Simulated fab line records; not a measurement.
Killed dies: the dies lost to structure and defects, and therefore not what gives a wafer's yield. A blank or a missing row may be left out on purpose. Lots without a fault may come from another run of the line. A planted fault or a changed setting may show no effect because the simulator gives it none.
A struck lot beside a sound one + flow n5 finfet + 39 steps out of a route of 1938
Sound: the wafers L359.4, L359.5, L359.6. Struck: wafer L350.5 (L350.1, L350.2, from the same lot, were not struck and are left out); the cause is given at the end.
Per side, at each step with rows, come the tool, then ch with its chambers, and then its first start. Under that, the readings that differ: sound wafers + struck wafers + difference of the means + sigmas: that difference in standard deviations of wafers without a fault.
alike: same words and numbers on both sides, and readings whose means sit less than 2 such deviations apart. not compared: any withheld reading, any reading some wafer has no value for, any bound like >300 that may hide the same value, and any number with overlapping values for which the record gives no deviation.
The two part at a step that has a row with sigmas, a row that says differs or no value, or rows on one side only. Numbers that don't overlap but have no deviation are shown without sigmas and don't part them. A reading that every wafer of one side lacks parts them only if that side has two wafers or more.

first, 10 steps without rows for these wafers: N5_BEOL_M4_STRIP_36 (strips in N2/H2); N5_BEOL_M4_TRENCH_ETCH_37 (etches SiOC in C4F6/O2, target depth 55.555 nm, time 29.2 s); N5_BEOL_M4_ETCH_41 (etches SiCN in CH3F/O2, target depth 29.9 nm, time 52.5 s); N5_BEOL_M4_STRIP_97 (strips in N2/H2, time 10 s); N5_BEOL_M4_HM_STRIP_39 (strips TiN in peroxide tin strip, target depth 25 nm, time 158 s); N5_BEOL_M4_SRD_40 (time 30 s); N5_BEOL_M4_PRECLEAN_42 (cleans in residue remover, time 60 s); N5_BEOL_M4_SRD_43 (time 30 s); N5_BEOL_M4_DEGAS_44 (time 60 s); N5_BEOL_M4_PRE_CLEAN_45 (time 30 s).
N5_BEOL_M4_ALD_84: deposits TaN, pulse time 2 s, purge time 3 s, co reactant purge time 2 s.
  sound on ald metal-01 ch 1,2,3, day 13 08:54; struck on ald metal-04 ch 3, day 11 02:56
| reading    | sound    | struck | difference | sigmas |
|------------|----------|--------|------------|--------|
| ald cycles | 30 30 30 | 11     | -19        |        |
  alike: heater power w
  not compared: model.TaN_of_BEOL_M4_ALD_84.thk nm
then, 26 steps without rows for these wafers: N5_BEOL_M4_SURFACE_TREAT_85; N5_BEOL_M4_CVD_47 (deposits Co from CCTBA/H2, target thk 3 nm, time 223.8 s); N5_BEOL_M4_SPUTTER_48 (material Cu, target thk 4.5 nm, time 8.29 s); N5_BEOL_M4_ANNEAL_49 (time 240 s); N5_BEOL_M4_SPUTTER_79 (material Cu, target thk 4.5 nm, time 8.29 s); N5_BEOL_M4_ANNEAL_80 (time 240 s); N5_BEOL_M4_SPUTTER_81 (material Cu, target thk 4.5 nm, time 8.29 s); N5_BEOL_M4_ANNEAL_82 (time 240 s); N5_BEOL_M4_SPUTTER_86 (material Cu, target thk 4.5 nm, time 8.29 s); N5_BEOL_M4_ANNEAL_87 (time 240 s); N5_BEOL_M4_SPUTTER_88 (material Cu, target thk 4.5 nm, time 8.29 s); N5_BEOL_M4_ANNEAL_89 (time 240 s); N5_BEOL_M4_SPUTTER_90 (material Cu, target thk 4.5 nm, time 8.29 s); N5_BEOL_M4_ANNEAL_91 (time 240 s); N5_BEOL_M4_SPUTTER_92 (material Cu, target thk 4.5 nm, time 8.29 s); N5_BEOL_M4_ANNEAL_93 (time 240 s); N5_BEOL_M4_SPUTTER_94 (material Cu, target thk 4.5 nm, time 8.29 s); N5_BEOL_M4_ANNEAL_95 (time 240 s); N5_BEOL_M4_SPUTTER_96 (material Cu, target thk 4.5 nm, time 8.29 s); N5_BEOL_M4_ECD_50 (material Cu, target thk 300 nm); N5_BEOL_M4_ANNEAL_51 (time 90 s); N5_BEOL_M4_CMP_52 (polishes, stops on SiOC, t overpolish 6.8 s, target thk 40 nm); N5_BEOL_M4_PRE_CLEAN_60 (time 15 s); N5_BEOL_M4_CO_CAP_55 (material Co, precursor CCTBA/H2, target thk 2 nm, time 102.1 s); N5_BEOL_M4_PRE_CLEAN_56 (time 15 s); N5_BEOL_M4_DEP_57 (deposits SiCN from 3MS/NH3, target thk 8 nm, time 14 s).
N5_BEOL_M4_RC_MEAS_101:
  the record has rows for the sound wafers here (prober-01 ch 0, day 13 13:18) and none for the struck ones
-- here the record skips 5 days between the struck wafers' starts before and after, leaving off in module BEOL_M4 and picking up in module PASSIVATION (first step shown: number 1936 of the route) --
N5_PASSIVATION_PROBE_49:
  sound on prober-02 at day 18 05:02; struck on prober-02 at day 15 20:37
| reading                  | sound          | struck | difference | sigmas      |
|--------------------------|----------------|--------|------------|-------------|
| defect limited yield (%) | 91.9 93.4 91.0 | 39.9   | -52.2      | -37         |
| killed_at_M4_up          | 6 5 17         | 625    | +616       | +99 or more |
| killed dies              | 95 78 106      | 709    | +616       | +36         |
| killed on rim            | 19 4 14        | 94     | +82        | +21         |
| sort_bin_4_leakage (%)   | 0 0 0          | 51.44  | +51.44     |             |
| sort n pass              | 1085 1102 1074 | 471    | -616       | -36         |
| sort yield pct (%)       | 91.9 93.4 91.0 | 39.9   | -52.2      | -37         |
  alike: killed_at_M0_to_M3, killed at contacts, killed at front end, killed at other, killed open, killed short, sort_bin_5_function, sort_bin_6_memory

## WHERE THEY PART
Last at N5_PASSIVATION_PROBE_49 as far as this record goes, first at N5_BEOL_M4_RC_MEAS_101.

WHY: the cause the simulator had injected
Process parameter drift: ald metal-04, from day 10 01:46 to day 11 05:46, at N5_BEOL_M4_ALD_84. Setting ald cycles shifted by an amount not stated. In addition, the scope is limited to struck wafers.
